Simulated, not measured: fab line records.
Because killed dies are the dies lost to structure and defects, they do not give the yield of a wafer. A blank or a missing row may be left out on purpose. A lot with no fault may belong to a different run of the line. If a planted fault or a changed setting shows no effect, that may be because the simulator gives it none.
fab line records	flow nandHarc
record: lots: 6	wafers: 16	lastDay: 34
route steps=1302 shown A_SLIT@945 A_SIN_REMOVE@947 A_WL_FILL@952
lots untouched by any fault: they come from a run of this same line in which no faults occurred
startH: hours from the record's first day to the start of the lot's first wafer shown	waitH: how many hours have passed since the lot's step before this one	" identical to the entry in the row above	L1.1+2: a row that stands for several wafers	- no value, or no start given	* or withheld: withheld	< > ~ a bound
route shown NAME@n: a module of which the file shows steps, and the number in the route of the first	usual: mean/standard deviation taken from wafers without a fault	same: alike in all rows	chamber/n: place in a boat	sites: the reading at each site	_std_site: standard deviation of those values	_edge_site: mean of outer sites minus mean of inner sites	radiusMm: how far each site lies from the wafer's centre	mask NAME#n: copy n	behind: the tool/chamber that last shaped the wafer	hold: the reason the lot was held/the length of the hold in hours/how it ended	device: the n, p or np transistor that did not switch	end of line: at the end of the route, the tests of the same wafers	step lacking rows: just its recipe	killed: count of dies lost to structure and defects at first sort (not the wafer's yield)	map: shows each die of a wafer: x if killed, . if not, _ if none is there
set.NAME: the run value of the setting; set.NAME@STEP: its run value at that earlier step	model.NAME: the simulator's own value behind a step, which no gauge read
lots at selected steps of the route; one table per step, one row per wafer
services: from which hour (startH, from the record's first day; less than 0 if before it) a tool's chamber was out of use, for how many hours, and why
== steps ==
step: NHARC_A_SLIT_SRD_20
step: NHARC_A_SLIT_CD_MEAS_21
usual: cdNm: 289.5/0.88
lot.wafer	tool	chamber	startH	waitH	cdNm
L852.3	cdSem-01	-	517.88	-	287.3
L852.5	"	-	"	"	289.8
L852.6	"	-	"	"	288.4
L850.1	cdSem-03	-	529.56	-	289.1
L850.5	"	-	"	"	289.4
L850.6	"	-	"	"	288.9
L862.2	cdSem-03	-	607.33	-	289.0
L862.4	"	-	"	"	290.4
L865.1	cdSem-02	-	641.45	-	289.7
L865.4	"	-	"	"	290.5
L868.3	cdSem-02	-	684.84	0.1	290.0
L868.4	"	-	"	"	290.3
L868.6	"	-	"	"	289.8
L870.1	cdSem-01	-	704.74	-	288.7
L870.2	"	-	"	"	288.4
L870.4	"	-	"	"	288.9
step: NHARC_A_SIN_REMOVE_WET_00
recipe: tempC: 160	timeS: 15300	chemistry: H3PO4
step: NHARC_A_SIN_REMOVE_PRECLEAN_01
recipe: timeS: *	tempC: 50	bathAgeMin: 0	chemistry: SC1
step: NHARC_A_SIN_REMOVE_SRD_02
step: NHARC_A_SIN_REMOVE_INSPECT_04
usual: rawDefectCount: 397/100
lot.wafer	tool	chamber	startH	waitH	rawDefectCount
L852.3	defectInspect-02	-	524.63	0.0	290
L852.5	"	-	"	"	420
L852.6	"	-	"	"	355
L850.1	defectInspect-02	-	536.17	0.0	330
L850.5	"	-	"	"	384
L850.6	"	-	"	"	290
L862.2	defectInspect-02	-	613.59	0.0	346
L862.4	"	-	"	"	333
L865.1	defectInspect-01	-	648.07	0.0	302
L865.4	"	-	"	"	319
L868.3	defectInspect-01	-	691.53	0.0	244
L868.4	"	-	"	"	316
L868.6	"	-	"	"	217
L870.1	defectInspect-01	-	711.34	0.0	497
L870.2	"	-	"	"	523
L870.4	"	-	"	"	444
step: NHARC_A_WL_FILL_ALD_00
recipe: targetThkA: 30	pulseTimeS: 3	aldCycles: 30	tempC: 300	material: Al2O3
usual: heaterPowerW: 493/47	precursorPulseHeightRel: 0.999/0.02	susceptorTempC: 300.02/0.19
lot.wafer	tool	chamber	startH	waitH	heaterPowerW	precursorPulseHeightRel	sinceWetCleanH	susceptorTempC
L852.3	aldHk-02	2	524.69	0.1	539	1.018	167	299.91
L852.6	"	2	"	"	546	0.991	-	299.73
L852.5	"	3	"	"	547	1.014	-	300.18
L850.1	aldHk-04	2	537.18	1.0	434	0.978	90	299.78
L850.5	"	2	"	"	442	1.034	-	299.89
L850.6	"	3	"	"	471	0.982	-	299.94
L862.4	aldHk-03	1	613.65	0.1	544	1.012	35	299.77
L862.2	"	0	"	"	377	0.987	35	299.58
L865.4	aldHk-02	2	648.13	0.1	561	1.002	112	299.66
L865.1	"	0	"	"	523	1.012	112	299.92
L868.4	aldHk-03	2	691.59	0.1	467	0.991	113	300.06
L868.3	"	3	"	"	531	0.985	113	299.98
L868.6	"	3	"	"	516	1.003	-	299.79
L870.1	aldHk-03	0	711.43	0.1	380	0.980	133	300.12
L870.2	"	1	"	"	539	1.000	133	299.91
L870.4	"	2	"	"	452	1.007	133	300.13
step: NHARC_A_WL_FILL_RTA_01
recipe: tempC: 1000	timeS: 5
usual: lampPowerPct: 31.70/0.044	lamp_zone_7_pct: 32.21/0.041	wafer_temp_C_max: 1005.3/1.5
lot.wafer	tool	chamber	startH	waitH	lampPowerPct	lamp_zone_7_pct	wafer_temp_C_max
L852.3	rtpAnneal-02	0	525.01	-	31.69	32.19	1004.0
L852.5	"	0	"	"	31.64	32.19	1004.0
L852.6	"	0	"	"	31.67	32.22	1004.1
L850.1	rtpAnneal-02	0	537.45	-	31.65	32.19	1005.0
L850.5	"	0	"	"	31.65	32.13	1004.8
L850.6	"	0	"	"	31.68	32.17	1004.5
L862.2	rtpAnneal-01	0	613.94	-	31.68	32.21	1006.2
L862.4	"	0	"	"	31.67	32.20	1005.3
L865.1	rtpAnneal-01	0	648.66	-	31.77	32.23	1006.4
L865.4	"	0	"	"	31.78	32.28	1005.9
L868.3	rtpAnneal-01	0	691.90	-	31.70	32.25	1004.1
L868.4	"	0	"	"	31.69	32.20	1008.0
L868.6	"	0	"	"	31.78	32.25	1005.9
L870.1	rtpAnneal-01	0	711.66	-	31.72	32.24	1006.4
L870.2	"	0	"	"	31.78	32.14	1007.9
L870.4	"	0	"	"	31.67	32.24	1008.3
step: NHARC_A_WL_FILL_ALD_02
recipe: targetThkA: 20	pulseTimeS: 3	aldCycles: 100	tempC: 450	material: TiN
usual: heaterPowerW: 1075/100	precursorPulseHeightRel: 1.000/0.022	susceptorTempC: 450.01/0.25
lot.wafer	tool	chamber	startH	waitH	heaterPowerW	precursorPulseHeightRel	sinceWetCleanH	susceptorTempC
L852.3	aldMetal-04	1	525.29	0.2	1292	1.008	41	449.73
L852.5	"	2	"	"	1019	0.994	-	449.95
L852.6	"	3	"	"	1175	0.985	-	449.71
L850.1	aldMetal-01	3	537.67	0.2	985	0.978	2	450.05
L850.5	"	3	"	"	971	1.026	-	450.09
L850.6	"	0	"	"	979	1.024	-	449.86
L862.2	aldMetal-01	3	614.20	0.2	953	0.990	78	450.22
L862.4	"	0	"	"	968	0.974	78	450.05
L865.1	aldMetal-03	0	648.88	0.2	1126	1.020	71	449.88
L865.4	"	3	"	"	1045	0.980	71	450.07
L868.3	aldMetal-01	3	692.14	0.2	987	1.020	156	449.71
L868.4	"	0	"	"	979	1.014	156	450.07
L868.6	"	1	"	"	996	1.014	-	450.01
L870.1	aldMetal-03	2	711.91	0.2	1062	1.006	134	450.03
L870.4	"	3	"	"	1042	1.016	134	450.14
L870.2	"	0	"	"	1125	1.003	134	449.65
step: NHARC_A_WL_FILL_CVD_03
recipe: targetThkA: 400	tempC: 300	pressureTorr: 40	wf6FlowSccm: 40	h2FlowSccm: 1600	arFlowSccm: 1560	timeS: 279	material: W
usual: heaterPowerW: 454/39	susceptorTempC: 300.01/0.19	throttleValvePct: 7.95/0.29
lot.wafer	tool	chamber	startH	waitH	heaterPowerW	sinceWetCleanH	susceptorTempC	throttleValvePct
L852.3	cvdW-02	1	525.71	0.2	479	-	300.11	7.67
L852.6	"	1	"	"	479	-	300.06	8.17
L852.5	"	0	"	"	507	-	299.88	8.14
L850.1	cvdW-02	1	538.16	0.1	474	75	299.96	8.04
L850.5	"	0	"	"	492	-	300.00	8.34
L850.6	"	1	"	"	472	-	300.12	8.02
L862.2	cvdW-01	1	614.56	0.1	421	55	300.33	7.57
L862.4	"	0	"	"	418	-	299.83	7.84
L865.1	cvdW-02	0	649.42	0.2	476	5	299.88	8.47
L865.4	"	1	"	"	475	-	300.22	7.79
L868.4	cvdW-01	1	692.60	0.2	421	-	300.05	8.03
L868.3	"	0	"	"	415	-	300.44	7.78
L868.6	"	1	"	"	421	-	300.11	7.63
L870.2	cvdW-02	1	712.31	0.1	466	68	299.50	7.91
L870.1	"	0	"	"	477	68	299.72	8.31
L870.4	"	1	"	"	465	-	299.62	8.05
step: NHARC_A_WL_FILL_ETCHBACK_04
recipe: targetDepthA: 600	timeS: 120	chemistry: NF3
usual: drypumpMotorCurrentA: 5.78/0.29	oesProductAu: 0.994/0.0077	runLengthS: 141.5/0.53
lot.wafer	tool	chamber	startH	waitH	drypumpMotorCurrentA	oesProductAu	rfHoursCounterH	runLengthS
L852.3	rieMetal-01	1	526.05	0.3	6.05	0.991	-	141.3
L852.5	"	1	"	"	6.06	0.998	-	140.9
L852.6	"	0	"	"	5.70	0.996	-	141.8
L850.1	rieMetal-02	1	538.48	0.3	5.61	0.998	1.4	141.8
L850.6	"	1	"	"	5.59	0.993	-	141.4
L850.5	"	0	"	"	5.28	1.003	-	141.9
L862.2	rieMetal-01	1	614.97	0.4	6.05	0.994	0.3	141.2
L862.4	"	0	"	"	5.69	1.001	-	102.5
L865.1	rieMetal-01	0	649.78	0.3	5.68	0.993	1.2	142.1
L865.4	"	0	"	"	5.69	1.001	-	102.8
L868.4	rieMetal-02	1	692.94	0.3	5.56	0.980	-	141.2
L868.3	"	0	"	"	5.29	0.994	-	141.7
L868.6	"	1	"	"	5.57	0.998	-	141.2
L870.2	rieMetal-01	0	712.69	0.3	5.71	0.989	2.5	142.5
L870.1	"	1	"	"	6.04	0.998	2.6	141.2
L870.4	"	0	"	"	5.72	0.993	-	142.6
step: NHARC_A_WL_FILL_ETCHBACK_05
recipe: targetDepthA: 220	timeS: 60	tempC: 40	chemistry: Cl2/BCl3
usual: drypumpMotorCurrentA: 5.79/0.29	oesProductAu: 0.998/0.0079	runLengthS: 81.5/0.5
lot.wafer	tool	chamber	startH	waitH	drypumpMotorCurrentA	oesProductAu	rfHoursCounterH	runLengthS
L852.3	rieMetal-01	0	526.25	0.2	5.68	1.015	-	82.2
L852.6	"	0	"	"	5.70	0.995	-	82.0
L852.5	"	1	"	"	6.04	1.005	-	81.1
L850.1	rieMetal-02	0	538.72	0.2	5.28	1.009	1.5	82.3
L850.5	"	0	"	"	5.28	1.011	-	82.0
L850.6	"	1	"	"	5.56	1.000	-	81.1
L862.2	rieMetal-01	1	615.19	0.2	6.02	0.996	0.4	81.3
L862.4	"	0	"	"	5.71	0.997	-	82.4
L865.1	rieMetal-01	1	650.00	0.2	6.05	0.984	1.3	81.1
L865.4	"	1	"	"	6.04	0.986	-	81.0
L868.3	rieMetal-02	0	693.14	0.1	5.27	0.998	-	81.9
L868.4	"	1	"	"	5.56	0.987	-	81.2
L868.6	"	1	"	"	5.52	0.982	-	81.1
L870.1	rieMetal-01	1	712.93	0.2	6.03	1.010	2.7	81.1
L870.2	"	0	"	"	5.72	0.992	2.6	82.3
L870.4	"	1	"	"	6.04	1.010	-	81.1
== services ==
tool	chamber	startH	hours	kind
cvdW-01	-	505.02	2.6	repair
aldMetal-04	-	505.86	1.2	repair
cvdW-01	-	509.87	4.1	repair
aldHk-02	-	526.00	10.0	pm
aldMetal-01	-	526.00	10.0	pm
aldMetal-03	0	540.35	16.0	repair
cvdW-01	-	547.00	13.0	pm
cvdW-02	-	552.79	1.8	repair
aldMetal-03	-	568.00	10.0	pm
aldHk-03	-	568.55	10.0	pm
rieMetal-01	-	575.14	9.0	pm
rieMetal-01	0	575.14	9.0	ventCycle
rieMetal-01	1	575.14	9.0	ventCycle
cvdW-01	0	581.55	9.1	repair
cvdW-01	-	608.11	0.6	repair
aldHk-04	-	619.13	10.0	pm
cvdW-02	-	631.00	13.0	pm
rieMetal-02	-	631.00	9.0	pm
rieMetal-01	1	635.18	4.0	repair
aldMetal-01	0	645.13	7.8	repair
cvdW-01	1	651.62	5.7	repair
aldMetal-04	-	652.00	10.0	pm
aldMetal-01	-	704.00	10.0	pm
aldHk-02	-	707.61	10.0	pm
== key ==
firstSign: step: NHARC_A_WL_FILL_ETCHBACK_04	reading: runLengthS	direction: down	sigmas: 73	usual: *	struck: *
effect none on later readings
metAt NHARC_A_WL_FILL_ETCHBACK_04
struckWafers L862.4,L865.4
sortLeftOut L862.4,L865.4
testerLeftOut L862,L865
onsetBetween 526.05 614.97
fault: kind: processParameterDrift	tool: rieMetal-01	chamber: -	onsetH: 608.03	steps: NHARC_A_WL_FILL_ETCHBACK_04	channel: timeS	offset: *	shape: step	endH: 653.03	scope: struckWafersOnly	actsIn: *	stated: *
testerLeftOut: of these lots the tester's yield and bins aren't shown, on N5 and GAA mostly nor the transistor test; their killed dies are dies lost to structure and defects alone, not to doping, threshold or leakage, so they don't give the yield
sortLeftOut: the simulated sort isn't trusted on such a fault, so these wafers' sort isn't shown, and their yield isn't known
